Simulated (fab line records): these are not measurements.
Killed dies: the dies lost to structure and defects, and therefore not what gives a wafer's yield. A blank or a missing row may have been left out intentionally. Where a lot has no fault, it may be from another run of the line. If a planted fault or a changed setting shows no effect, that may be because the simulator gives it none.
fab line records + flow n5-finfet
record:
- lots: 4
- wafers: 12
- last-day: 16
route steps=1938 shown BEOL_M0_SAQP@682 BEOL_M0_CUTY@701 BEOL_M4@1111 PASSIVATION@1936
lots with no fault: from the same line, run without faults
start-h: hours from the record's opening day to when the first of the lot's shown wafers began + wait-h: how many hours have passed since the lot's step before this one + " the same as in the row above + L1.1+2: a single row standing in for several wafers + - no value, or no start was given + * or withheld: withheld + < > ~ a bound
route shown NAME@n: names a module that has steps shown in the file, with the first one's number in the route + usual: mean/standard deviation of fault-free wafers + same: alike in all rows + chamber/n: place in a boat + sites: the reading at each site + _std_site: the values' standard deviation + _edge_site: mean of outer sites minus mean of inner sites + radius-mm: how far each site lies from the wafer's centre + mask NAME#n: copy n + behind: tool/chamber where the wafer was last shaped + hold: the reason the lot was held/the length of the hold in hours/how it ended + device: which transistor (n, p or np) failed to switch + end of line: tests of these same wafers at the route's end + where a step has no rows: the recipe by itself + killed: count of dies lost to structure and defects at first sort (not the wafer's yield) + map: dies across one wafer; x = killed, . = not, _ = none there
set.NAME: the setting that was run; set.NAME@STEP: the one run at that earlier step + model.NAME: the simulator's own value behind a step, which no gauge read
lots at selected steps of the route; one table per step, one row per wafer
services: the hour from which a tool's chamber was out of use, counted from the record's first day as start-h (under 0 if before that day), plus the number of hours and why
== steps ==
step: N5_BEOL_M0_SAQP_COAT_87
recipe:
- resist: underlayer
- temp-c: 205
- time-s: 60
- spin-rpm: 1500
- resist-thk-nm: 5
step: N5_BEOL_M0_SAQP_COAT_34
recipe:
- resist: CAR-EUV
- spin-rpm: 1500
- resist-thk-nm: 30
step: N5_BEOL_M0_SAQP_EBR_36
recipe:
- solvent: PGMEA
- ebr-width-mm: 1.5
step: N5_BEOL_M0_SAQP_SOFTBAKE_35
recipe:
- temp-c: 110
- time-s: 60
- resist: CAR-EUV
step: N5_BEOL_M0_SAQP_EXPOSE_37
recipe:
- mask-id: M0_CUT1
- na: 0.33
- source-shape: annular
- sigma-inner: 0.35
- sigma-outer: 0.8
- polarization: unpolarized
- target-cd-nm: 30
- dose-mj: 44.75
step: N5_BEOL_M0_SAQP_PEB_38
recipe:
- peb-temp-c: 100
- peb-time-s: 60
- resist: CAR-EUV
step: N5_BEOL_M0_SAQP_DEVELOP_39
recipe:
- develop-time-s: 30
- developer: TMAH
- resist: CAR-EUV
- rinse-liquid: surfactant-rinse
- dry: air-spin
- dev-temp-c: 23
step: N5_BEOL_M0_SAQP_DESCUM_45
recipe:
- chemistry: O2
- time-s: 7
- source-power-w: 50
- bias-power-w: 20
- pressure-mtorr: 20
- rf-frequency-hz: 2.712e+07
- temp-c: 40
- resist: CAR-EUV
- o2-flow-sccm: 225
step: N5_BEOL_M0_SAQP_ETCH_88
recipe:
- chemistry: N2/H2
- target: underlayer
- target-depth-a: 65
- time-s: 5.2
- ion-energy-ev: 200
- mask-material: CAR-EUV
- pressure-mtorr: 30
- source-w: 840
- bias-w: 150
- n2-flow-sccm: 200
- h2-flow-sccm: 200
- ends: cleared
step: N5_BEOL_M0_SAQP_ETCH_73
recipe:
- chemistry: CF4
- target: SiARC
- target-depth-a: 195
- mask-material: CAR-EUV
- time-s: 32.5
- ion-energy-ev: 80
- pressure-mtorr: 40
- source-w: 545
- bias-w: 36
- Ar_flow_sccm: 100
- cf4-flow-sccm: 100
- ends: cleared
usual:
- drypump-motor-current-A: 5.5/0.5
- etch-rf-on-time-s: 32.5/0.45
- oes-product-au: 0.64/0.043
- rf-vpp-V: 183.7/1.2
- showerhead-plenum-p-Torr: 2.11/0.074
- throttle-valve-pct: 15.59/0.19
| lot.wafer | tool        | chamber | start-h | wait-h | drypump-motor-current-A | etch-rf-on-time-s | oes-product-au | rf-hours-counter-h | rf-vpp-V | showerhead-plenum-p-Torr | throttle-valve-pct |
|-----------|-------------|---------|---------|--------|-------------------------|-------------------|----------------|--------------------|----------|--------------------------|--------------------|
| L293.1    | rie-diel-06 | 1       | 119.12  | 0.0    | 5.0                     | 32.0              | 0.68           | 124                | 183.2    | 2.07                     | 15.61              |
| L293.4    | "           | 3       | "       | "      | 5.6                     | 32.8              | 0.59           | 209                | 182.6    | 2.04                     | 15.54              |
| L293.5    | "           | 3       | "       | "      | 5.6                     | 32.7              | 0.59           | -                  | 181.6    | 2.04                     | 15.56              |
| L304.2    | rie-diel-02 | 1       | 186.89  | 0.0    | 6.3                     | 32.1              | 0.67           | 151                | 182.6    | 2.05                     | 15.40              |
| L304.3    | "           | 2       | "       | "      | 5.1                     | 32.6              | 0.63           | 160                | 182.9    | 2.06                     | 15.56              |
| L304.4    | "           | 0       | "       | "      | 5.2                     | 31.9              | 0.75           | 48                 | 185.2    | 2.26                     | 15.24              |
| L307.4    | rie-diel-06 | 3       | 202.72  | 0.0    | 5.6                     | 33.1              | 0.57           | 237                | 182.8    | 2.03                     | 15.60              |
| L307.5    | "           | 1       | "       | "      | 5.0                     | 32.1              | 0.66           | -                  | 183.2    | 2.06                     | 15.66              |
| L307.6    | "           | 2       | "       | "      | 5.0                     | 32.4              | 0.63           | -                  | 183.0    | 2.06                     | 15.65              |
| L310.1    | rie-diel-06 | 1       | 223.10  | 0.0    | 5.0                     | 31.9              | 0.65           | 156                | 183.1    | 2.06                     | 15.69              |
| L310.3    | "           | 3       | "       | "      | 5.6                     | 32.7              | 0.57           | 243                | 181.8    | 2.02                     | 15.61              |
| L310.5    | "           | 1       | "       | "      | 5.0                     | 32.2              | 0.65           | -                  | 183.6    | 2.06                     | 15.69              |
step: N5_BEOL_M0_SAQP_CUT_ETCH_46
recipe:
- chemistry: N2/H2
- target: SOC
- target-depth-a: 1350
- overetch-a: 270
- temp-c: 40
- time-s: 202.5
- ion-energy-ev: 200
- mask-material: SiARC
- pressure-mtorr: 30
- source-w: 840
- bias-w: 150
- n2-flow-sccm: 200
- h2-flow-sccm: 200
step: N5_BEOL_M0_SAQP_STRIP_74
recipe:
- chemistry: N2/H2
- temp-c: 40
- n2-flow-sccm: 200
- h2-flow-sccm: 200
- rf-frequency-hz: 6e+07
step: N5_BEOL_M0_SAQP_STRIP_89
recipe:
- chemistry: N2/H2
- temp-c: 40
- n2-flow-sccm: 200
- h2-flow-sccm: 200
- rf-frequency-hz: 6e+07
step: N5_BEOL_M0_SAQP_ALD_48
recipe:
- material: SiO2
- target-thk-a: 200
- temp-c: 100
- ald-precursor-family: BDEAS
- ald-co-reactant: O2-plasma
- pulse-time-s: 1
- co-reactant-pulse-time-s: 1
- purge-time-s: 2
- co-reactant-purge-time-s: 2
- ald-cycles: 139
- pressure-torr: 2
step: N5_BEOL_M0_SAQP_ETCH_49
recipe:
- chemistry: CF4/O2
- target-depth-a: 370
- target: SiO2
- pressure-mtorr: 40
- source-w: 535
- bias-w: 49
- Ar_flow_sccm: 100
- cf4-flow-sccm: 100
- O2_flow_sccm: 10
- ion-energy-ev: 100
step: N5_BEOL_M0_SAQP_STRIP_75
recipe:
- chemistry: CF4
- resist: SiARC
- power-w: 300
- bias-power-w: 75
- pressure-mtorr: 50
- cf4-flow-sccm: 150
- rf-frequency-hz: 6e+07
step: N5_BEOL_M0_CUTY_COAT_50
recipe:
- resist: SiARC
- temp-c: 220
- time-s: 60
- spin-rpm: 1500
- resist-thk-nm: 15
step: N5_BEOL_M0_CUTY_COAT_51
recipe:
- resist: CAR-ArF-block
- spin-rpm: 1500
- resist-thk-nm: 150
step: N5_BEOL_M0_CUTY_EBR_52
recipe:
- solvent: PGMEA
- ebr-width-mm: 1.5
step: N5_BEOL_M0_CUTY_SOFTBAKE_53
recipe:
- temp-c: 110
- time-s: 60
- resist: CAR-ArF-block
step: N5_BEOL_M0_CUTY_EXPOSE_54
recipe:
- mask-id: M0_ABLK
- na: 1.35
- source-shape: conventional
- sigma-outer: 0.8
- polarization: unpolarized
- dose-mj: 36
step: N5_BEOL_M0_CUTY_PEB_55
recipe:
- peb-temp-c: 110
- peb-time-s: 60
- resist: CAR-ArF-block
step: N5_BEOL_M0_CUTY_DEVELOP_56
recipe:
- develop-time-s: 30
- developer: TMAH
- resist: CAR-ArF-block
- rinse-liquid: diw
- dry: air-spin
- dev-temp-c: 23
step: N5_BEOL_M0_CUTY_INSPECT_59
recipe:
- mode: adi
- inspect-instrument: macro
usual:
- raw-defect-count: 2.1/1.5
| lot.wafer | tool              | chamber | start-h | wait-h | raw-defect-count |
|-----------|-------------------|---------|---------|--------|------------------|
| L293.1    | defect-inspect-01 | -       | 120.44  | 0.0    | 1                |
| L293.4    | "                 | -       | "       | "      | 1                |
| L293.5    | "                 | -       | "       | "      | 3                |
| L304.2    | defect-inspect-01 | -       | 188.72  | 0.0    | 5                |
| L304.3    | "                 | -       | "       | "      | 3                |
| L304.4    | "                 | -       | "       | "      | 3                |
| L307.4    | defect-inspect-01 | -       | 204.03  | 0.0    | >300             |
| L307.5    | "                 | -       | "       | "      | >300             |
| L307.6    | "                 | -       | "       | "      | >300             |
| L310.1    | defect-inspect-01 | -       | 224.33  | 0.0    | >300             |
| L310.3    | "                 | -       | "       | "      | >300             |
| L310.5    | "                 | -       | "       | "      | >300             |
step: N5_BEOL_M0_CUTY_DESCUM_61
recipe:
- chemistry: O2
- time-s: 7.9
- source-power-w: 50
- bias-power-w: 20
- pressure-mtorr: 20
- rf-frequency-hz: 2.712e+07
- temp-c: 40
- resist: CAR-ArF-block
- o2-flow-sccm: 225
step: N5_BEOL_M4_RC_MEAS_101
usual:
- DIBL_N: 36.5/1.4
- DIBL_P: 36.9/1.7
- IOFF_N: 0.163/0.023
- IOFF_P: 0.22/0.032
- ION_N: 673/9
- ION_P: 462/7.5
- SS_N: 71.6/0.54
- SS_P: 73.4/0.62
- VT_N: 249.8/2.8
- VT_P: -250/3.5
| lot.wafer | tool      | chamber | start-h | wait-h | DIBL_N[mV/V] | DIBL_P[mV/V] | IOFF_N[nA/um] | IOFF_P[nA/um] | ION_N[uA/um] | ION_P[uA/um] | SS_N[mV/dec] | SS_P[mV/dec] | VT_N[mV] | VT_P[mV] |
|-----------|-----------|---------|---------|--------|--------------|--------------|---------------|---------------|--------------|--------------|--------------|--------------|----------|----------|
| L293.1    | prober-01 | 0       | 167.14  | 0.0    | 36.8         | 38.2         | 0.177         | 0.25          | 682          | 471          | 71.9         | 74.2         | 249.3    | -248     |
| L293.4    | "         | 0       | "       | "      | 36.7         | 37.7         | 0.171         | 0.24          | 671          | 459          | 72.5         | 72.9         | 248.2    | -248     |
| L293.5    | "         | 0       | "       | "      | 36.8         | 37.4         | 0.170         | 0.23          | 666          | 459          | 71.6         | 73.5         | 250.0    | -249     |
| L304.2    | prober-02 | 0       | 245.77  | 0.2    | 35.2         | 34.9         | 0.137         | 0.19          | 676          | 460          | 70.7         | 72.8         | 252.8    | -253     |
| L304.3    | "         | 0       | "       | "      | 35.3         | 34.9         | 0.141         | 0.20          | 666          | 461          | 70.8         | 72.9         | 253.7    | -248     |
| L304.4    | "         | 0       | "       | "      | 36.9         | 37.8         | 0.178         | 0.24          | 680          | 467          | 71.6         | 73.4         | 248.0    | -251     |
| L307.4    | prober-01 | 0       | 251.01  | 0.5    | 36.0         | 36.3         | 0.151         | 0.20          | 684          | 466          | 71.3         | 73.4         | 250.4    | -251     |
| L307.5    | "         | 0       | "       | "      | 37.1         | 37.4         | 0.179         | 0.22          | 689          | 470          | 71.8         | 73.4         | 247.2    | -250     |
| L307.6    | "         | 0       | "       | "      | 37.4         | 38.5         | 0.187         | 0.25          | 678          | 468          | 71.8         | 74.0         | 247.0    | -248     |
| L310.1    | prober-01 | 0       | 280.47  | 0.0    | 38.4         | 39.5         | 0.175         | 0.22          | 669          | 457          | 71.6         | 73.4         | 250.4    | -252     |
| L310.3    | "         | 0       | "       | "      | 37.9         | 38.7         | 0.160         | 0.21          | 679          | 459          | 71.1         | 74.2         | 252.6    | -254     |
| L310.5    | "         | 0       | "       | "      | 38.2         | 38.7         | 0.171         | 0.20          | 676          | 460          | 71.0         | 73.8         | 251.4    | -254     |
step: N5_PASSIVATION_PROBE_49
usual:
- defect-limited-yield: 91.2/1.4
- killed_at_M0_to_M3: 35/11
- killed_at_M4_up: 12/4.2
- killed-at-contacts: 13/5.6
- killed-at-front-end: 40/12
- killed-at-other: 3.3/2.6
- killed-dies: 103/17
- killed-on-rim: 14/4.5
- killed-open: 68/12
- killed-short: 34/7.6
- sort_bin_5_function: 5.1/0.95
- sort_bin_6_memory: 3.3/0.68
- sort-n-pass: 1077/17
- sort-yield-pct: 91.2/1.4
same:
- gross-dies: 1180
- killed-at-back-side: 0
- sort_bin_4_leakage[%]: 0
- sort_bin_8_speed[%]: 0
| lot.wafer | tool      | chamber | start-h | wait-h | defect-limited-yield[%] | killed_at_M0_to_M3 | killed_at_M4_up | killed-at-contacts | killed-at-front-end | killed-at-other | killed-dies | killed-on-rim | killed-open | killed-short | sort_bin_5_function[%] | sort_bin_6_memory[%] | sort-n-pass | sort-yield-pct[%] |
|-----------|-----------|---------|---------|--------|-------------------------|--------------------|-----------------|--------------------|---------------------|-----------------|-------------|---------------|-------------|--------------|------------------------|----------------------|-------------|-------------------|
| L307.4    | prober-01 | -       | 349.28  | 0.2    | 80.1                    | 155                | 8               | 19                 | 49                  | 4               | 235         | 32            | 71          | 36           | 12.1                   | 3.9                  | 945         | 80.1              |
| L307.5    | prober-01 | -       | 349.33  | 0.2    | 89.0                    | 63                 | 15              | 14                 | 35                  | 3               | 130         | 29            | 72          | 25           | 6.7                    | 3.1                  | 1050        | 89.0              |
| L307.6    | prober-01 | -       | 349.38  | 0.3    | 79.8                    | 188                | 11              | 4                  | 33                  | 2               | 238         | 19            | 53          | 48           | 12.4                   | 4.2                  | 942         | 79.8              |
| L310.1    | prober-01 | -       | 379.25  | 0.0    | 89.4                    | 77                 | 16              | 4                  | 22                  | 6               | 125         | 31            | 57          | 32           | 5.8                    | 3.4                  | 1055        | 89.4              |
| L310.3    | prober-01 | -       | 379.35  | 0.1    | 80.8                    | 162                | 15              | 7                  | 40                  | 3               | 227         | 31            | 66          | 26           | 12.3                   | 3.4                  | 953         | 80.8              |
| L310.5    | prober-01 | -       | 379.45  | 0.2    | 88.1                    | 68                 | 12              | 7                  | 51                  | 2               | 140         | 25            | 76          | 23           | 7.8                    | 3.1                  | 1040        | 88.1              |
killed by level:class
L307.4 BEOL_M0_SAQP:unspecified=128 MOL_CONTACT_COAG:geometric-particle:open=14 STI_FIN_REVEAL:geometric-particle:open=11 FIN_SAQP:geometric-particle:open=7 BEOL_M3:geometric-particle:open=7 MOL_CONTACT_COAG:geometric-particle:short=5 BEOL_M2:geometric-particle:open=5 FIN_CUT:geometric-particle:short=4
L307.5 BEOL_M0_SAQP:unspecified=31 MOL_CONTACT_COAG:geometric-particle:open=11 FIN_SAQP:geometric-particle:open=10 BEOL_M1:geometric-particle:open=10 BEOL_M0_SAQP:geometric-particle:open=8 BEOL_M4:geometric-particle:open=5 STI_FIN_REVEAL:geometric-particle:open=4 BEOL_M2:geometric-particle:open=4
L307.6 BEOL_M0_SAQP:unspecified=135 BEOL_M0_SAQP:geometric-particle:short=19 BEOL_M1:geometric-particle:open=11 BEOL_M4:geometric-particle:open=7 FIN_SAQP:geometric-particle:short=6 STI_FIN_REVEAL:geometric-particle:open=6 BEOL_M0_SAQP:geometric-particle:open=6 BEOL_M1:geometric-particle:short=5
L310.1 BEOL_M0_SAQP:unspecified=35 BEOL_M0_SAQP:geometric-particle:open=15 BEOL_M0_SAQP:geometric-particle:short=14 BEOL_M4:geometric-particle:open=8 STI_FIN_REVEAL:geometric-particle:open=7 BEOL_M3:geometric-particle:open=5 STARTING-WAFER:geometric-particle:open=4 FIN_SAQP:geometric-particle:short=3
L310.3 BEOL_M0_SAQP:unspecified=134 STI_FIN_REVEAL:geometric-particle:open=15 BEOL_M2:geometric-particle:open=8 DUMMY_GATE:geometric-particle:open=7 MOL_CONTACT_COAG:geometric-particle:open=6 BEOL_M1:geometric-particle:open=6 BEOL_M3:geometric-particle:open=6 STI_FIN_REVEAL:geometric-particle:short=4
L310.5 BEOL_M0_SAQP:unspecified=39 STI_FIN_REVEAL:geometric-particle:open=16 BEOL_M2:geometric-particle:open=10 FIN_SAQP:geometric-particle:open=6 DUMMY_GATE:geometric-particle:open=6 GATE_CUT:geometric-particle:short=6 MOL_CONTACT_COAG:geometric-particle:open=6 BEOL_M1:geometric-particle:open=6
map L307.6 (x killed, . not)
_________________............________________
______________....x...x........._____________
___________......x.x...............__________
__________.......x..x.x..........x.._________
________.................x.....x......_______
_______........xx...................x..______
______...............................x.._____
_____.....x............x........x.......x____
____.................x.x..................___
___.......x.................x........x....x__
___...................x...xx...............__
__.................x........................_
__.................x...x...........x..x....._
_................x....x.........x.....x......
_.....x...............................x......
_.........x.........x........................
_............x.x...........x......x....xx....
_...xx.x................x..xx.............x..
_.....x........................x.............
_...........x..............x.........x.......
_.x..x..x....x..x.x.x.......................x
__.x.........xxx.xxxx...........x......x...._
__.......xxxxxxxxxxx.x.......xxx............_
___......x.xxxxxxxxxxxx....x....x..........__
___xx.....xxxxxxxxxxxxx....x...............__
____.....xxxxxxxxxxxxxxx.................x___
_____.xx.xxxxxxxxxxxxxxxxx...........x...____
______...xxxxxxxxxxxxx.x......x........._____
_______..xxxxxxxxxxxxxx.......x......x.______
________..xxxxxxxxxxxx.x...x..x.x....._______
__________xxxxxxxxxxxx..x..x..x.x..._________
___________.xxxx.xx...x...xx.......__________
______________xxx.xxxx.........._____________
_________________.......x....________________
map L310.3 (x killed, . not)
_________________............________________
______________.x.x.......xxxxxxx_____________
___________.x...............xxxxxxx__________
__________..............xxxxxxxxxxxx_________
________......xx.........xxxxxxxxxxxxx_______
_______.............x..xxxxxxxxxxxxxxxx______
______......x...........xxxxxxxxxxxxxxx._____
_____....x........x......xxxxxxxxxxxxx.x.____
____....x..................xxxxxxxxxxx.x.x___
___x....x......x..........xxxxxxxxxxxxx.x..__
___.............x..x.......xxxxxxxxxxx...x.__
__.............x.x..........x.xxxxxxx...x..._
__....................xx....xxxxx.xxxx.x...._
_.........x......x....x......................
_x..x......................x.................
_.............x....................x.........
_.............x.x.........x...x..x.......x...
_...x.....x..xx.x......x.................x...
_............x..............x....x......x....
_x..x..............................x.........
_.x..............x...................x.x.....
__.............x................x..........._
__..........x........x......................_
___.x.x........x......x....................__
___........x...........x.................x.__
____.....x.........x..x.x...x.............___
_____..................................x.____
______................x......x.........._____
_______...x.......x.............x......______
________...................x....x....._______
__________xx.x.........x.....x.x...._________
___________..........x..x..........__________
______________.................._____________
_________________........x.x.________________
== services ==
| tool        | chamber | start-h | hours | kind   |
|-------------|---------|---------|-------|--------|
| rie-diel-02 | 0       | 100.79  | 3.5   | repair |
| rie-diel-02 | 0       | 104.59  | 9.6   | repair |
| rie-diel-02 | 3       | 125.78  | 8.9   | repair |
| rie-diel-06 | 0       | 161.86  | 8.2   | repair |
== key ==
first-sign:
- step: N5_BEOL_M0_CUTY_INSPECT_59
- reading: raw-defect-count
- direction: up
- sigmas: 99+
- usual: 2.1
- struck: >300
effect:
- step: N5_PASSIVATION_PROBE_49
- reading: killed_at_M0_to_M3
- direction: up
- sigmas: 7.6
- usual: 35
- struck: 119
more-kills-born-at:
- N5_BEOL_M0_SAQP_ETCH_73@rie-diel-06: 502
met-at N5_BEOL_M0_SAQP_ETCH_73
struck-wafers L307.4,L307.5,L307.6,L310.1,L310.3,L310.5
onset-between 119.12 202.72
also-fits time
fault:
- kind: chamber-particle-source
- tool: rie-diel-06
- chamber: -
- onset-h: 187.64
- steps: N5_BEOL_M0_SAQP_ETCH_73
- rate-per-visit-cm2: 1.362
- end-h: 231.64
